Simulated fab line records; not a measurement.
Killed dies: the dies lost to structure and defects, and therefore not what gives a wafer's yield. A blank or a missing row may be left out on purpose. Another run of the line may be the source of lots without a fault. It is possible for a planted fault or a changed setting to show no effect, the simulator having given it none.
The tool behind it: which one? | flow n5-finfet | Sampling: 11 lots, 33 wafers, 4 of 1938 route steps

== WHAT THE GAUGES READ, wafer by wafer ==
N5_HKMG_FIN_CD_MEAS_12: the cd target is 92.8 nm.
lot  | measured    | on        | cd-nm (nm)
L694 | day 4 04:29 | cd-sem-01 | 92.6 92.8 91.9
L695 | day 4 14:02 | cd-sem-01 | 92.7 91.8 92.5
L697 | day 4 23:55 | cd-sem-03 | 91.9 92.2 92.6
L698 | day 5 04:17 | cd-sem-03 | 92.0 92.0 92.0
L699 | day 5 13:49 | cd-sem-03 | 93.2 93.1 93.3
L701 | day 6 00:10 | cd-sem-03 | 92.4 93.1 92.8
L702 | day 6 01:29 | cd-sem-03 | 103.2 102.9 103.4
L704 | day 6 14:16 | cd-sem-01 | 99.9 100.1 100.4
L715 | day 9 10:50 | cd-sem-02 | 93.2 92.8 92.6
L716 | day 9 14:31 | cd-sem-01 | 92.9 92.6 92.7
L717 | day 9 21:50 | cd-sem-03 | 92.3 92.6 92.6

== WHICH TOOL RAN EACH LOT (tool, then ch and the chambers of the sampled wafers, then the start) ==
lot  | N5_HKMG_FIN_ALD_79                 | N5_HKMG_FIN_ALD_36                 | N5_HKMG_FIN_EXPOSE_09
L694 | ald-metal-03 ch 1,2,3, day 4 02:41 | ald-metal-02 ch 0,2,3, day 4 03:27 | arfi-scanner-02 ch 0, day 4 04:22
L695 | ald-metal-04 ch 2,3, day 4 12:07   | ald-metal-02 ch 0,1,3, day 4 12:53 | arfi-scanner-03 ch 0, day 4 13:55
L697 | ald-metal-02 ch 1,2, day 4 21:55   | ald-metal-04 ch 1,3, day 4 22:44   | arfi-scanner-03 ch 0, day 4 23:47
L698 | ald-metal-02 ch 0,3, day 5 02:15   | ald-metal-02 ch 1,2,3, day 5 03:08 | arfi-scanner-01 ch 0, day 5 04:10
L699 | ald-metal-02 ch 0,1,3, day 5 11:50 | ald-metal-02 ch 2,3, day 5 12:46   | arfi-scanner-01 ch 0, day 5 13:41
L701 | ald-metal-03 ch 1,2,3, day 5 22:22 | ald-metal-03 ch 0,1,2, day 5 23:08 | arfi-scanner-03 ch 0, day 6 00:04
L702 | ald-metal-03 ch 0,1,3, day 5 23:42 | ald-metal-04 ch 1,2,3, day 6 00:28 | arfi-scanner-03 ch 0, day 6 01:22
L704 | ald-metal-02 ch 0,2,3, day 6 12:20 | ald-metal-03 ch 0,1,2, day 6 13:06 | arfi-scanner-03 ch 0, day 6 14:08
L715 | ald-metal-03 ch 1,2,3, day 9 08:56 | ald-metal-03 ch 0,1,2, day 9 09:41 | arfi-scanner-02 ch 0, day 9 10:43
L716 | ald-metal-04 ch 0,2,3, day 9 12:44 | ald-metal-02 ch 1,2,3, day 9 13:30 | arfi-scanner-02 ch 0, day 9 14:24
L717 | ald-metal-04 ch 1,2,3, day 9 19:55 | ald-metal-04 ch 0,1,2, day 9 20:48 | arfi-scanner-02 ch 0, day 9 21:43
- N5_HKMG_FIN_ALD_79: deposits TiN, target thk 1.5 nm, pulse time 1 s, purge time 3 s.
- N5_HKMG_FIN_ALD_36: deposits TiN, target thk 1 nm, pulse time 1 s, purge time 3 s.
- N5_HKMG_FIN_EXPOSE_09: exposes mask NWFM.

== THE ANSWER, worked out from the rows above alone ==
Rule: the lots themselves supply what counts as usual. The widest of any qualifying gaps counts: lots, ordered by their means at a reading, are off when they make up no more than a third of the lots, leave a main group of 4 or more, and stand apart from it by 3 or more times the standard deviation of that group's means. A main group is skipped when, at the precision printed for the reading in the tables above, its means are all equal. Also off: a lot with no number at a reading for which 4 or more lots have one. Any other lot the step has rows for is counted as sound.
Off: L702, L704 (N5_HKMG_FIN_CD_MEAS_12, cd-nm). The main group has a mean of 92.6 nm with a standard deviation of 0.34.
A tool fits if, at a process step before that reading, it ran every lot that is off, and no sound lot after the first of them. The gauges at N5_HKMG_FIN_CD_MEAS_12 are tried like those tools. One fits: arfi-scanner-03 at N5_HKMG_FIN_EXPOSE_09. A fault onset in the window from L701 (day 6 00:04, its last sound lot) to L702 (day 6 01:22, its first lot off) fits.

== WHAT THE SIMULATOR PUT IN ==
Drift in process parameters on arfi-scanner-03 at N5_HKMG_FIN_EXPOSE_09, starting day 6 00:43. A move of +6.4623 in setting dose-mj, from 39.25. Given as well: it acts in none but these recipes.
Struck lots among those shown: L702, L704. The rule above reached the same finding.
